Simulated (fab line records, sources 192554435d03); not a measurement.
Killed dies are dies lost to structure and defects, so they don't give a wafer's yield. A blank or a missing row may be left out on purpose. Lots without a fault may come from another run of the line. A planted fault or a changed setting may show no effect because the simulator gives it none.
Which tool did it? | flow n5_finfet | 24 lots, 72 wafers sampled, at 2 steps of a route of 1938

WHAT THE GAUGES READ, wafer by wafer
N5_BEOL_M10_RS_MEAS_57: measures by four-point-probe. Usual: M10_RS 0.151 ohm/sq, standard deviation 0.0038.
lot  | measured     | on            | M10_RS (ohm/sq)   | flag
L074 | day 11 04:13 | film_metro-01 | 0.148 0.148 0.153 |
L075 | day 11 04:31 | film_metro-01 | 0.150 0.151 0.145 |
L076 | day 11 21:10 | film_metro-01 | 0.151 0.146 0.147 |
L077 | day 11 22:07 | film_metro-01 | 0.150 0.158 0.151 |
L078 | day 11 22:23 | film_metro-02 | 0.151 0.158 0.151 |
L081 | day 12 07:56 | film_metro-02 | 0.148 0.147 0.150 |
L082 | day 12 18:28 | film_metro-02 | 0.148 0.156 0.151 |
L079 | day 12 22:03 | film_metro-01 | 0.153 0.151 0.146 |
L080 | day 12 22:25 | film_metro-02 | 0.153 0.149 0.145 |
L084 | day 13 02:19 | film_metro-01 | 0.150 0.155 0.153 |
L083 | day 13 09:55 | film_metro-02 | 0.150 0.148 0.151 |
L086 | day 13 15:08 | film_metro-02 | 0.155 0.149 0.149 |
L085 | day 13 19:46 | film_metro-02 | 0.146 0.151 0.154 |
L090 | day 14 04:22 | film_metro-01 | 0.155 0.151 0.151 |
L087 | day 14 10:13 | film_metro-01 | 0.151 0.158 0.143 |
L088 | day 14 14:38 | film_metro-02 | 0.150 0.156 0.144 |
L089 | day 14 21:42 | film_metro-01 | 0.159 0.151 0.161 |
L092 | day 15 08:01 | film_metro-02 | 0.158 0.155 0.152 |
L091 | day 15 11:35 | film_metro-02 | 0.147 0.147 0.153 |
L093 | day 15 11:40 | film_metro-02 | 0.152 0.147 0.147 |
L094 | day 16 00:20 | film_metro-01 | 0.154 0.154 0.158 |
L095 | day 16 13:13 | film_metro-01 | 0.151 0.149 0.154 |
L097 | day 16 15:22 | film_metro-01 | 0.154 0.148 0.153 |
L096 | day 16 15:28 | film_metro-01 | 0.156 0.150 0.156 |

N5_BEOL_M11_CD_MEAS_11: target cd 64.1 nm. Usual: cd_nm 63.8 nm, standard deviation 0.71.
lot  | measured     | on        | cd_nm (nm)     | flag
L074 | day 11 05:47 | cd_sem-02 | 62.1 62.5 62.5 |
L075 | day 11 06:01 | cd_sem-01 | 62.9 63.3 63.3 |
L076 | day 12 00:10 | cd_sem-03 | 63.7 64.6 64.9 |
L077 | day 11 23:53 | cd_sem-02 | 62.9 62.7 63.4 |
L078 | day 12 00:19 | cd_sem-01 | 64.3 65.5 64.6 |
L081 | day 12 11:35 | cd_sem-02 | 64.1 64.4 64.5 |
L082 | day 12 20:30 | cd_sem-02 | 62.7 62.9 63.5 |
L079 | day 13 00:06 | cd_sem-01 | 64.8 63.8 64.1 |
L080 | day 13 00:18 | cd_sem-03 | 62.7 63.3 63.1 |
L084 | day 13 05:52 | cd_sem-01 | 64.5 64.6 64.3 |
L083 | day 13 13:00 | cd_sem-01 | 63.6 63.6 64.2 |
L086 | day 13 17:01 | cd_sem-03 | 63.4 63.4 63.1 |
L085 | day 13 21:57 | cd_sem-01 | 63.8 63.3 63.7 |
L090 | day 14 05:44 | cd_sem-02 | 64.0 63.5 63.9 |
L087 | day 14 13:28 | cd_sem-01 | 63.9 63.2 63.5 |
L088 | day 14 18:48 | cd_sem-03 | 64.6 63.1 63.9 |
L089 | day 14 23:26 | cd_sem-02 | 64.2 64.1 64.1 |
L092 | day 15 10:46 | cd_sem-02 | 64.7 65.0 64.2 |
L091 | day 15 14:10 | cd_sem-01 | 64.5 64.8 64.5 |
L093 | day 15 14:25 | cd_sem-03 | 63.6 64.0 63.4 |
L094 | day 16 01:50 | cd_sem-02 | 62.5 63.2 62.6 |
L095 | day 16 15:09 | cd_sem-01 | 64.7 63.9 63.7 |
L097 | day 16 18:00 | cd_sem-01 | 65.2 64.1 64.8 |
L096 | day 16 18:10 | cd_sem-02 | 63.1 63.7 63.0 |

WHICH TOOL RAN EACH LOT (tool, then ch and the chambers of the sampled wafers, then the start)
The record holds no process step before these readings.

WHAT THE TOOLS THEMSELVES READ (means of the sampled wafers that have a number; where no wafer has one, the mark that the record gives instead)
The record holds no such reading with a usual standard deviation.

THE ANSWER, worked out from the rows above alone
Rule: a lot is off if the mean of its wafers that have a number lies more than 3 standard deviations from the usual mean. A lot without any number at a reading at which 4 lots or more have one is off too. The other lots that the step has rows for count as sound. The gauges are gone through in route order, then the tools' own readings, and for those a lot's mean is taken as printed above. The first step at which some lot is off is used, and at that step the reading that is off furthest; a lot without a number counts as furthest.
No lot is off at any reading shown: from this, nothing can be told.

WHAT THE SIMULATOR HAD PUT IN
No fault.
